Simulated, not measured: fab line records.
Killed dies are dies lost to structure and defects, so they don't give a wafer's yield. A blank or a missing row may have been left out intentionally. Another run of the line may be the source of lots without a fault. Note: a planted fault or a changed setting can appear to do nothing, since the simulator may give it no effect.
Chamber matching :: flow n5-finfet :: cmp-03 running N5_GATE_CUT_CMP_43: 4 sister chambers
The step polishes SiO2. 8 wafers are shown with their chamber, then 8 later ones without.

## WAFERS WITH THEIR CHAMBER
wafer: L080.6
chamber: 3
motor-current-A (A): 12.5
slurry-filter-dp-kPa (kPa): 13.65

wafer: L081.4
chamber: 0
motor-current-A (A): 12.5
slurry-filter-dp-kPa (kPa): 13.43

wafer: L082.2
chamber: 0
motor-current-A (A): 12.7
slurry-filter-dp-kPa (kPa): 13.51

wafer: L082.3
chamber: 1
motor-current-A (A): 12.5
slurry-filter-dp-kPa (kPa): 13.44

wafer: L082.6
chamber: 3
motor-current-A (A): 12.0
slurry-filter-dp-kPa (kPa): 13.29

wafer: L084.1
chamber: 1
motor-current-A (A): 12.9
slurry-filter-dp-kPa (kPa): 13.59

wafer: L084.5
chamber: 2
motor-current-A (A): 11.4
slurry-filter-dp-kPa (kPa): 13.45

wafer: L086.2
chamber: 2
motor-current-A (A): 10.9
slurry-filter-dp-kPa (kPa): 13.50

## WAFERS MISSING THEIR CHAMBER
wafer: L086.4
motor-current-A (A): 12.4
slurry-filter-dp-kPa (kPa): 13.36

wafer: L086.5
motor-current-A (A): 13.2
slurry-filter-dp-kPa (kPa): 13.55

wafer: L087.1
motor-current-A (A): 11.6
slurry-filter-dp-kPa (kPa): 13.49

wafer: L087.4
motor-current-A (A): 13.4
slurry-filter-dp-kPa (kPa): 13.27

wafer: L087.5
motor-current-A (A): 12.6
slurry-filter-dp-kPa (kPa): 13.58

wafer: L097.2
motor-current-A (A): 11.8
slurry-filter-dp-kPa (kPa): 13.44

wafer: L097.3
motor-current-A (A): 12.7
slurry-filter-dp-kPa (kPa): 13.52

wafer: L097.5
motor-current-A (A): 13.0
slurry-filter-dp-kPa (kPa): 13.50

## CHAMBER TAKEN BY EACH
wafer: L086.4
from the rows above: can't be placed: 3 or 0 or 1
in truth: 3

wafer: L086.5
from the rows above: can't be placed: 1 or 0 or 3
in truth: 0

wafer: L087.1
from the rows above: can't be placed: 2 or 3 or 0
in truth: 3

wafer: L087.4
from the rows above: can't be placed: 1 or 0 or 3
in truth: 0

wafer: L087.5
from the rows above: can't be placed: 1 or 0 or 3
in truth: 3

wafer: L097.2
from the rows above: can't be placed: 3 or 2 or 0 or 1
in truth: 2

wafer: L097.3
from the rows above: can't be placed: 1 or 0 or 3
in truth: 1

wafer: L097.5
from the rows above: can't be placed: 1 or 0 or 3
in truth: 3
0 of 8 placed correctly. Cannot be placed on the basis of these rows: 8; the candidates contain the true chamber in 8. Wrongly placed: 0.
How it was worked out, from the rows above alone: a wafer's distance from a chamber is the root of the sum, over the readings, of the square of ((its reading less the chamber's mean) divided by the reading's scatter). If the next closest chamber is less than 2 further off than the closest, the wafer can't be placed; otherwise it belongs to the closest. The mean given for a chamber averages the wafers shown for that chamber. The scatter is the square root of a quotient: the sum, over the shown wafers, of each reading's squared deviation from its chamber's mean, divided by wafers minus chambers.
